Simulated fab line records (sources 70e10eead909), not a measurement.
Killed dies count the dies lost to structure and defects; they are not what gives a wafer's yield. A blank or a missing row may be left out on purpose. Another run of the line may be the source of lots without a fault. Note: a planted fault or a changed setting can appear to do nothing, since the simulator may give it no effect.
fab line records | flow nandHarc
record lots=5 | wafers=14 | lastDay=32
route steps=1302 shown A_ONON_D1@440 A_CHANNEL_HOLE_D1@450 END@1302
lots untouched by any fault: they come from a run of this same line in which no faults occurred
startH: the number of hours between the record's first day and the start of the first shown wafer of the lot | waitH: hours elapsed since this lot's preceding step | " repeats the value in the row above | L1.1+2: a single row standing in for several wafers | - either no value or no given start | * or withheld: withheld | < > ~ a bound
route shown NAME@n: NAME is a module with steps in the file, n the number in the route of the first one | usual: mean and standard deviation over wafers with no fault | same: alike in all rows | chamber/n: place in a boat | sites: the reading at each site | _std_site: their standard deviation | _edge_site: inner sites' mean taken away from outer sites' mean | radiusMm: for every site, how far away it sits from the centre of the wafer | mask NAME#n: copy n | behind: the most recent tool/chamber to have shaped the wafer | hold: cause of the lot's hold/its duration in hours/its outcome | device: the transistor (n, p or np) that didn't switch | end of line: the tests these same wafers got at the end of their route | a step given without rows: its recipe and nothing more | killed: dies lost to structure and defects at the first sort, not the wafer's yield | map: per-die view of a wafer (x killed, . not killed, _ where there is no die)
set.NAME: the setting the step ran with; set.NAME@STEP: the setting that earlier step ran with | model.NAME: the simulator's own value behind a step, which no gauge read
lots seen at some steps along the route; tables by step, rows by wafer
services: a tool's chamber out of use, with start hour (startH, from the record's first day; less than 0 if before it), hours out, and reason
## steps
# step NHARC_A_ONON_D1_DEP_22
# recipe targetThkA=10000 | n2FlowSccm=2750 | n2oFlowSccm=2000 | nh3FlowSccm=500 | sih4FlowSccm=210 | tempC=400
# step NHARC_A_ONON_D1_DEP_25
# recipe targetThkA=10000 | n2FlowSccm=2750 | n2oFlowSccm=2000 | nh3FlowSccm=500 | sih4FlowSccm=210 | tempC=400
# step NHARC_A_ONON_D1_DEP_28
# recipe targetThkA=10000 | n2FlowSccm=2750 | n2oFlowSccm=2000 | nh3FlowSccm=500 | sih4FlowSccm=210 | tempC=400
# step NHARC_A_ONON_D1_DEP_33
# recipe targetThkA=2000 | tempC=400 | pressureTorr=6.5 | rfW=900 | teosFlowSccm=161.4 | flowSccm=2650 | targetThkNm=200 | gas=O2 | material=SiO2
# step NHARC_A_CHANNEL_HOLE_D1_DEP_00
# recipe targetThkA=31000 | tempC=400 | material=aC
# step NHARC_A_CHANNEL_HOLE_D1_DEP_01
# recipe targetThkA=1400 | targetThkNm=140 | tempC=400 | pressureTorr=3.5 | flowSccm=200 | rfW=350 | material=SiON
# usual heaterPowerW=705/99
lot.wafer | tool     | chamber | startH | waitH | heaterPowerW
L511.1    | pecvd-04 | 1       | 220.60 | 1.6   | 701
L511.3    | "        | 0       | "      | "     | 675
L511.6    | "        | 2       | "      | "     | 582
L514.3    | pecvd-03 | 2       | 256.26 | 1.0   | 816
L514.2    | "        | 0       | "      | "     | 771
L514.1    | "        | 1       | "      | "     | 642
L517.1    | pecvd-03 | 2       | 276.47 | 1.7   | 747
L517.6    | "        | 2       | "      | "     | 773
L517.5    | "        | 0       | "      | "     | 666
L518.3    | pecvd-03 | 2       | 292.13 | 1.0   | 797
L518.6    | "        | 0       | "      | "     | 648
L527.2    | pecvd-03 | 2       | 390.66 | 1.3   | 850
L527.3    | "        | 1       | "      | "     | 649
L527.6    | "        | 2       | "      | "     | 868
# step NHARC_A_CHANNEL_HOLE_D1_DEHYDRATE_02
# recipe tempC=150 | timeS=120
# step NHARC_A_CHANNEL_HOLE_D1_HMDS_03
# recipe timeS=30
# step NHARC_A_CHANNEL_HOLE_D1_COAT_36
# recipe tempC=260 | timeS=75
# step NHARC_A_CHANNEL_HOLE_D1_COAT_37
# recipe tempC=225 | timeS=65
# step NHARC_A_CHANNEL_HOLE_D1_COAT_04
# recipe spinRpm=1500 | resistThkNm=90
# step NHARC_A_CHANNEL_HOLE_D1_SOFTBAKE_05
# recipe tempC=105 | timeS=55
# step NHARC_A_CHANNEL_HOLE_D1_EBR_06
# step NHARC_A_CHANNEL_HOLE_D1_EXPOSE_07
# recipe na=1.35 | targetCdNm=100 | sigmaOuter=0.3 | doseMj=59.65 | maskId=HOLE_D1
# step NHARC_A_CHANNEL_HOLE_D1_PEB_08
# recipe pebTempC=100 | pebTimeS=65
# step NHARC_A_CHANNEL_HOLE_D1_DEVELOP_09
# recipe developTimeS=35 | devTempC=23
# step NHARC_A_CHANNEL_HOLE_D1_DESCUM_15
# recipe timeS=3 | o2FlowSccm=200 | arFlowSccm=0 | biasPowerW=0 | chemistry=O2
# step NHARC_A_CHANNEL_HOLE_D1_ETCH_38
# recipe targetDepthA=390 | overEtchFrac=0.3 | timeS=65 | ionEnergyEv=80 | cf4FlowSccm=150 | arFlowSccm=0 | rfW=300 | biasW=100 | chemistry=CF4
# step NHARC_A_CHANNEL_HOLE_D1_ETCH_39
# recipe targetDepthA=2600 | overEtchFrac=0.3 | timeS=325 | ionEnergyEv=200 | n2FlowSccm=150 | h2FlowSccm=150 | arFlowSccm=0 | rfW=400 | biasW=150 | chemistry=N2/H2
# step NHARC_A_CHANNEL_HOLE_D1_ETCH_34
# recipe targetDepthA=1540 | timeS=77 | cf4FlowSccm=100 | chf3FlowSccm=30 | arFlowSccm=0 | rfW=500 | biasW=200 | chemistry=CF4/CHF3
# step NHARC_A_CHANNEL_HOLE_D1_ETCH_16
# recipe targetDepthA=31000 | overEtchFrac=0.3 | timeS=806 | ionEnergyEv=150 | o2FlowSccm=400 | cosFlowSccm=20 | arFlowSccm=0 | rfW=500 | biasW=300 | chemistry=O2/COS
# step NHARC_A_CHANNEL_HOLE_D1_ETCH_19
# recipe biasV=1200 | sourceW=2500 | pressureMtorr=15 | timeS=34.5 | arFlowSccm=375 | c4f8FlowSccm=28.8 | o2FlowSccm=96.2 | tempC=-20 | targetDepthA=* | chemistry=C4F8/O2/Ar
# step NHARC_A_CHANNEL_HOLE_D1_ETCH_20
# recipe biasV=3000 | sourceW=withheld | pressureMtorr=20 | timeS=361.9 | arFlowSccm=375 | c4f8FlowSccm=89.3 | o2FlowSccm=35.7 | tempC=-20 | targetDepthA=16000 | chemistry=C4F8/O2/Ar
# step NHARC_A_CHANNEL_HOLE_D1_ETCH_21
# recipe biasV=3000 | sourceW=withheld | pressureMtorr=20 | timeS=514.3 | arFlowSccm=375 | c4f8FlowSccm=89.3 | o2FlowSccm=35.7 | tempC=-20 | targetDepthA=16000 | chemistry=C4F8/O2/Ar
# step NHARC_A_CHANNEL_HOLE_D1_ETCH_22
# recipe biasV=3000 | sourceW=withheld | pressureMtorr=20 | timeS=666.7 | arFlowSccm=375 | c4f8FlowSccm=89.3 | o2FlowSccm=35.7 | tempC=-20 | targetDepthA=16000 | chemistry=C4F8/O2/Ar
# step NHARC_A_CHANNEL_HOLE_D1_ETCH_23
# recipe biasV=5000 | sourceW=withheld | pressureMtorr=20 | timeS=819 | arFlowSccm=375 | c4f8FlowSccm=89.3 | o2FlowSccm=35.7 | tempC=-20 | targetDepthA=16000 | chemistry=C4F8/O2/Ar
# step NHARC_A_CHANNEL_HOLE_D1_ETCH_24
# recipe biasV=5000 | sourceW=withheld | pressureMtorr=20 | timeS=906.2 | arFlowSccm=375 | c4f8FlowSccm=93.8 | o2FlowSccm=31.2 | tempC=-20 | targetDepthA=15000 | chemistry=C4F8/O2/Ar
# step NHARC_A_CHANNEL_HOLE_D1_ETCH_25
# recipe biasV=5000 | sourceW=withheld | pressureMtorr=20 | timeS=1040.2 | arFlowSccm=375 | c4f8FlowSccm=93.8 | o2FlowSccm=31.2 | tempC=-20 | targetDepthA=15000 | chemistry=C4F8/O2/Ar
# step NHARC_A_CHANNEL_HOLE_D1_ETCH_26
# recipe biasV=300 | sourceW=2000 | pressureMtorr=30 | timeS=224.1 | arFlowSccm=375 | c4f8FlowSccm=11.4 | o2FlowSccm=113.6 | tempC=-20 | targetDepthA=3000 | chemistry=C4F8/O2/Ar
# step NHARC_A_CHANNEL_HOLE_D1_ETCH_33
# recipe biasV=400 | sourceW=2000 | pressureMtorr=25 | timeS=90 | arFlowSccm=375 | c4f8FlowSccm=41.7 | o2FlowSccm=83.3 | tempC=-20 | targetDepthA=4000 | chemistry=C4F8/O2/Ar
# step NHARC_A_CHANNEL_HOLE_D1_STRIP_41
# recipe n2FlowSccm=150 | h2FlowSccm=150 | arFlowSccm=0 | biasW=0 | chemistry=N2/H2
# step NHARC_END_SORT_01
# recipe tempC=25
# usual killedAtArray=59/21 | killedAtOther=1.0/1.1 | killedAtPeriphery=4.0/2.6 | killedDies=64/21 | killedOpen=3.2/1.7 | killedShort=2.5/1.5
# same grossDies=677
lot.wafer | tool      | chamber | startH | waitH | killedAtArray | killedAtOther | killedAtPeriphery | killedDies | killedOpen | killedShort
L511.1    | prober-02 | 0       | 623.23 | 2.5   | 32            | 0             | 6                 | 38         | 4          | 4
L511.3    | prober-02 | 0       | 624.82 | 3.1   | 31            | 0             | 8                 | 39         | 6          | 3
L511.6    | prober-02 | 0       | 627.21 | 4.0   | 36            | 0             | 9                 | 45         | 9          | 3
L514.1    | prober-02 | 0       | 640.08 | 2.5   | 78            | 0             | 0                 | 78         | 4          | 1
L514.2    | prober-02 | 0       | 640.87 | 2.8   | 85            | 3             | 3                 | 91         | 5          | 2
L514.3    | prober-02 | 0       | 641.66 | 3.1   | 674           | 0             | 1                 | 675        | 3          | 1
L517.1    | prober-01 | 0       | 663.34 | 2.5   | 84            | 1             | 2                 | 87         | 6          | 2
L517.5    | prober-01 | 0       | 666.56 | 3.7   | 91            | 0             | 1                 | 92         | 5          | 1
L517.6    | prober-01 | 0       | 667.36 | 4.0   | 670           | 1             | 2                 | 673        | 2          | 2
L518.3    | prober-01 | 0       | 674.99 | 3.1   | 671           | 2             | 3                 | 676        | 5          | 3
L518.6    | prober-01 | 0       | 677.38 | 4.0   | 671           | 0             | 2                 | 673        | 4          | 7
L527.6    | prober-02 | 0       | 778.19 | 4.0   | 50            | 1             | 5                 | 56         | 1          | 6
# killed by level:class
L511.1 A_CHANNEL_HOLE_D2:chamberFilmFlake=10 A_CONTACT:chamberFilmFlake=4 P_GATE:chamberFilmFlake=3 A_ZERO_WELL:chamberFilmFlake=3 A_CHANNEL_HOLE_D1:chamberFilmFlake=3 A_STAIRCASE:chamberFilmFlake=3 A_M0:geometricParticle:open=2 A_WL_FILL:chamberFilmFlake=2
L511.3 A_CHANNEL_HOLE_D2:chamberFilmFlake=11 A_CONTACT:chamberFilmFlake=4 P_ZERO_WELL:chamberFilmFlake=3 A_ZERO_WELL:chamberFilmFlake=3 P_M1:geometricParticle:open=2 A_CHANNEL_HOLE_D2:geometricParticle:short=2 A_M0:geometricParticle:open=2 P_GATE:chamberFilmFlake=2
L511.6 A_CHANNEL_HOLE_D2:chamberFilmFlake=7 A_ZERO_WELL:chamberFilmFlake=5 A_WL_FILL:chamberFilmFlake=5 P_GATE:chamberFilmFlake=4 A_CHANNEL_HOLE_D1:chamberFilmFlake=3 A_SLIT:chamberFilmFlake=3 A_CONTACT:chamberFilmFlake=3 P_M1:geometricParticle:open=2
L514.1 A_SLIT:chamberFilmFlake=32 A_CHANNEL_HOLE_D2:chamberFilmFlake=31 A_STAIRCASE:chamberFilmFlake=4 A_CHANNEL_HOLE_D1:chamberFilmFlake=3 A_CHANNEL_FILL_D1:geometricParticle:open=2 A_ONON_D1:geometricParticle:short=1 A_CHANNEL_FILL_D2:geometricParticle:open=1 A_M0:geometricParticle:open=1
L514.2 A_CHANNEL_HOLE_D2:chamberFilmFlake=37 A_SLIT:chamberFilmFlake=31 A_CHANNEL_HOLE_D1:chamberFilmFlake=6 A_STAIRCASE:chamberFilmFlake=5 THIN_TSV:chamberFilmFlake=3 P_GATE:geometricParticle:open=1 P_CONTACT:geometricParticle:open=1 A_CHANNEL_FILL_D1:geometricParticle:short=1
L514.3 A_CHANNEL_HOLE_D1:areaDep=596 A_CHANNEL_HOLE_D2:chamberFilmFlake=34 A_SLIT:chamberFilmFlake=31 A_STAIRCASE:chamberFilmFlake=4 A_CHANNEL_HOLE_D1:chamberFilmFlake=3 A_CONTACT:chamberFilmFlake=2 A_DECK1_JOINT:geometricParticle:open=1 A_WL_FILL:geometricParticle:open=1
L517.1 A_CHANNEL_HOLE_D1:chamberFilmFlake=36 A_SLIT:chamberFilmFlake=23 A_CHANNEL_HOLE_D2:chamberFilmFlake=10 A_CONTACT:chamberFilmFlake=6 A_SOURCE_PLATE:geometricParticle:short=1 A_ONON_D1:geometricParticle:open=1 A_CHANNEL_FILL_D1:geometricParticle:short=1 A_CHANNEL_FILL_D1:geometricParticle:open=1
L517.5 A_CHANNEL_HOLE_D1:chamberFilmFlake=33 A_SLIT:chamberFilmFlake=33 A_CHANNEL_HOLE_D2:chamberFilmFlake=12 A_CONTACT:chamberFilmFlake=4 A_WL_FILL:geometricParticle:open=2 A_STAIRCASE:chamberFilmFlake=2 P_M0:geometricParticle:open=1 A_CHANNEL_FILL_D1:geometricParticle:short=1
L517.6 A_CHANNEL_HOLE_D1:areaDep=580 A_SLIT:chamberFilmFlake=36 A_CHANNEL_HOLE_D1:chamberFilmFlake=30 A_CHANNEL_HOLE_D2:chamberFilmFlake=18 A_WL_FILL:geometricParticle:open=2 A_ONON_D1:geometricParticle:short=1 A_STAIRCASE:geometricParticle:short=1 P_GATE:chamberFilmFlake=1
L518.3 A_CHANNEL_HOLE_D1:areaDep=617 A_CHANNEL_HOLE_D2:chamberFilmFlake=26 A_CHANNEL_HOLE_D1:chamberFilmFlake=10 A_CONTACT:chamberFilmFlake=5 A_DECK1_JOINT:chamberFilmFlake=4 A_CHANNEL_FILL_D1:geometricParticle:open=3 P_STI:geometricParticle:short=2 THIN_TSV:chamberFilmFlake=2
L518.6 A_CHANNEL_HOLE_D1:areaDep=633 A_CHANNEL_HOLE_D2:chamberFilmFlake=13 A_CHANNEL_HOLE_D1:chamberFilmFlake=7 A_WL_FILL:geometricParticle:short=3 A_DECK1_JOINT:chamberFilmFlake=3 A_SLIT:chamberFilmFlake=2 P_M0:geometricParticle:open=1 A_SOURCE_PLATE:geometricParticle:short=1
L527.6 A_SLIT:chamberFilmFlake=33 A_CHANNEL_HOLE_D1:chamberFilmFlake=3 A_CONTACT:chamberFilmFlake=3 A_WL_FILL:geometricParticle:short=2 P_GATE:chamberFilmFlake=2 P_M0:chamberFilmFlake=2 A_CHANNEL_FILL_D1:chamberFilmFlake=2 P_CONTACT:geometricParticle:short=1
# map L514.3 (x killed, . not)
____________x____________
_________xxxxxxx_________
_______.xxxxxxxxxx_______
______xxxxxxxxxxxxx______
_____xxxxxxxxxxxxxxx_____
____xxxxxxxxxxxxxxxxx____
____xxxxxxxxxxxxxxxxx____
___xxxxxxxxxxxxxxxxxxx___
___xxxxxxxxxxxxxxxxxxx___
__xxxxxxxxxxxxxxxxxxxxx__
__xxxxxxxxxxxxxxxxxxxxx__
_xxxxxxxxxxxxxxxxxxxxxxx_
_xxxxxxxxxxxxxxxxxxxxxxx_
_xxxxxxxxxxxxxxxxxxxxxxx_
_xxxxxxxxxxxxxxxxxxxxxxx_
_xxxxxxxxxxxxxxxxxxxxxxx_
xxxxxxxxxxxxxxxxxxxxxxxxx
xxxxxxxxxxxxxxxxxxxxxxxxx
xxxxxxxxxxxxxxxxxxxxxxxxx
xxxxxxxxxxxxxxxxxxxxxxxxx
xxxxxxxxxxxxxxxxxxxxxxxxx
_xxxxxxxxxxxxxxxxxxxxxxx_
_xxxxxxxxxxxxxxxxxxxxxxx_
_xxxxxxxxxxxxxxxxxxxxxxx_
_xxxxxxxxxxxxxxxxxxxxxxx_
_xxxxxxxxxxxxxxxxxxxxxxx_
__xxxxxxxxxxxxxxxxxxxxx__
__xxxxxxxxxxxxxxxxxxxxx__
___xxxxxxxxxxxxxxxxxxx___
___xxxxxxxxxxxxxxxxxxx___
____xxxxxxxxxxxxxxxxx____
____xxxxxxxxxxxxxxxxx____
_____xxxxxxxxxxxxxxx_____
______xxxxxxxxxxxxx______
_______xxxxxxxxxxx_______
_________xx.xxxx_________
____________x____________
# map L517.6 (x killed, . not)
____________x____________
_________xxxxxxx_________
_______xxxxxxxxxxx_______
______xxxxxxxxxxxxx______
_____xxxxxxxxxxxxxxx_____
____xxxxxxxxxxxxxxxxx____
____xxxxxxxxxxxxxxxxx____
___xxxxxxxxxxxxxxxxxxx___
___xxxxxxxxxxxxxxxxxxx___
__xxxxxxxxxxxxxxxxxxxxx__
__.xxxxxxxxxxxxxxxxxxxx__
_xxxxxxxxxxxxxxxxxxxxxxx_
_xxxxxxxxxxxxxxxxxxxxxxx_
_xxxxxxxxxxxxxxxxxxxxxxx_
_xx.xxxxxxxxxxxxxxxxxxxx_
_xxxxxxxxxxxxxxxxxxxxxxx_
xxxxxxxxxxxxxxxxxxxxxxxxx
xxxxxxxxxxxxxxxxxxxxxxxxx
xxxxxxxxxxxxxxxxxxxxxxxxx
xxxxxxxxxxxxxxxxxxxxxxxxx
xxxxxxxxxxxxxxxxxxxxxxxxx
_xxxxxxxxxxxxxxxxxxxxxxx_
_xxxxxxxxxxxxxxxxxxxxxxx_
_xxxxxxxxxxxxxxxxxxxxxxx_
_xxxxxxxxxxxxxxxxxxxxxxx_
_xxxxxxxxxxxxxxxxxxxxxxx_
__xxxxxxxxxxxxxxxxxxxxx__
__xxxxxxxxxxxxxxxxxxxxx__
___xxxxxxxxxxxxxxxxxxx___
___x.xxxxxxxxxxxxxxxxx___
____xxxxxxxxxxxxxxxxx____
____xxxxxxxxxxxxxxxxx____
_____xxxxxxxxxxxxxxx_____
______xxxxxxxxxxxxx______
_______.xxxxxxxxxx_______
_________xxxxxxx_________
____________x____________
## services
tool     | chamber | startH | hours | kind
pecvd-03 | 0       | 198.00 | -     | clean
pecvd-03 | 1       | 198.00 | -     | clean
pecvd-03 | 2       | 198.00 | -     | clean
pecvd-04 | -       | 269.00 | 13.0  | pm
pecvd-04 | 0       | 269.00 | 13.0  | ventCycle
pecvd-04 | 1       | 269.00 | 13.0  | ventCycle
pecvd-04 | 2       | 269.00 | 13.0  | ventCycle
pecvd-04 | 0       | 282.00 | -     | clean
pecvd-04 | 1       | 282.00 | -     | clean
pecvd-04 | 2       | 282.00 | -     | clean
pecvd-03 | -       | 366.00 | 13.0  | pm
pecvd-03 | 0       | 366.00 | 13.0  | ventCycle
pecvd-03 | 1       | 366.00 | 13.0  | ventCycle
pecvd-03 | 2       | 366.00 | 13.0  | ventCycle
pecvd-03 | 0       | 379.00 | -     | clean
pecvd-03 | 1       | 379.00 | -     | clean
pecvd-03 | 2       | 379.00 | -     | clean
## key
firstSign step=NHARC_END_SORT_01 | reading=killedAtArray | direction=up | sigmas=29 | usual=59 | struck=672
effect step=NHARC_END_SORT_01 | reading=killedDies | direction=up | sigmas=29 | usual=64 | struck=674
moreKillsBornAt NHARC_A_CHANNEL_HOLE_D1_DEP_01@pecvd-03=2426
metAt NHARC_A_CHANNEL_HOLE_D1_DEP_01
struckWafers L514.3,L517.6,L518.3,L518.6
laterRowsLeftOut L514.3,L517.6,L518.3,L518.6
testerLeftOut L514,L517,L518
fault kind=processParameterDrift | tool=pecvd-03 | chamber=- | onsetH=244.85 | steps=NHARC_A_CHANNEL_HOLE_D1_DEP_01 | channel=targetThkA | offset=* | shape=step | endH=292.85 | scope=struckWafersOnly | actsIn=* | stated=*
# testerLeftOut: of these lots the tester's yield and bins aren't shown, on N5 and GAA mostly nor the transistor test; their killed dies are dies lost to structure and defects alone, not to doping, threshold or leakage, so they don't give the yield
# laterRowsLeftOut: the simulator's readings of these wafers behind a module that went badly wrong aren't trusted and aren't shown, but for the sort
